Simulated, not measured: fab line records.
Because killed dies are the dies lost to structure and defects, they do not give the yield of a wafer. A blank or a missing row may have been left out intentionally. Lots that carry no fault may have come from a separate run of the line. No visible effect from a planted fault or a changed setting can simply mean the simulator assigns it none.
One fault through the eyes of 2 desks -- flow n5Finfet -- each desk has only its own numbers; what lay behind them comes last

DESK OF THE TOOL OWNER: pvdSputter-01
The tool's own readings at N5_BEOL_M4_HM_DEP_02 (deposits TiN, target thk 20 nm): means of the sampled wafers that have a number, for each lot that ran on this tool. If a lot's mean is further than 4 standard deviations from the usual mean, the lot is out of limits and carries the mark OUT (the distance appears in the brackets).
Columns: A = throttleValvePct at N5_BEOL_M4_HM_DEP_02, usual 29.6 %
lot,first seen here,A
L595,day 9 09:43,29.3
L596,day 9 11:31,29.9
L601,day 11 11:08,29.9
L613,day 14 11:08,29.3
Finding of this desk: none of the 4 lots has anything out of limits.

AT THE METROLOGY DESK
Lot by lot, what the gauges showed, no matter which tool ran the lot: averages of those sampled wafers that carry a number. If a lot's mean is further than 4 standard deviations from the usual mean, the lot is out of limits and carries the mark OUT (the distance appears in the brackets). 7 of its 11 readings are shown, namely those furthest out on some lot.
Columns: A = DIBL_P at N5_BEOL_M4_RC_MEAS_101, usual 36.6 mV/V; B = IOFF_N at N5_BEOL_M4_RC_MEAS_101, usual 0.17 nA/um; C = IOFF_P at N5_BEOL_M4_RC_MEAS_101, usual 0.21 nA/um; D = ION_N at N5_BEOL_M4_RC_MEAS_101, usual 674 uA/um; E = ION_P at N5_BEOL_M4_RC_MEAS_101, usual 462 uA/um; F = VT_N at N5_BEOL_M4_RC_MEAS_101, usual 250 mV; G = VT_P at N5_BEOL_M4_RC_MEAS_101, usual -250 mV
lot,first seen here,A,B,C,D,E,F,G
L591,day 9 02:22,34.9,0.17,0.23,681,468,248,-247
L592,day 10 01:57,34.0,0.12,0.18,652,458,257,-252
L595,day 10 06:04,37.7,0.24,0.29,696,473,244,-245
L594,day 10 11:35,40.3,0.19,0.24,686,468,247,-248
L596,day 10 20:36,35.4,0.13,0.17,673,462,253,-253
L599,day 11 10:42,34.9,0.14,0.18,657,453,251,-252
L601,day 12 06:16,36.2,0.14,0.20,668,464,253,-249
L610,day 14 05:31,35.9,0.13,0.16,656,450,254,-258
L613,day 15 03:29,36.0,0.16,0.21,679,466,250,-248
L614,day 15 13:25,36.7,0.14,0.18,667,460,255,-255
Finding of this desk: none of the 10 lots has anything out of limits.

TAKEN TOGETHER
The tool owner's desk saw nothing out of limits.
Nothing out of limits was seen by the metrology desk.

WHAT THE SIMULATOR PUT IN
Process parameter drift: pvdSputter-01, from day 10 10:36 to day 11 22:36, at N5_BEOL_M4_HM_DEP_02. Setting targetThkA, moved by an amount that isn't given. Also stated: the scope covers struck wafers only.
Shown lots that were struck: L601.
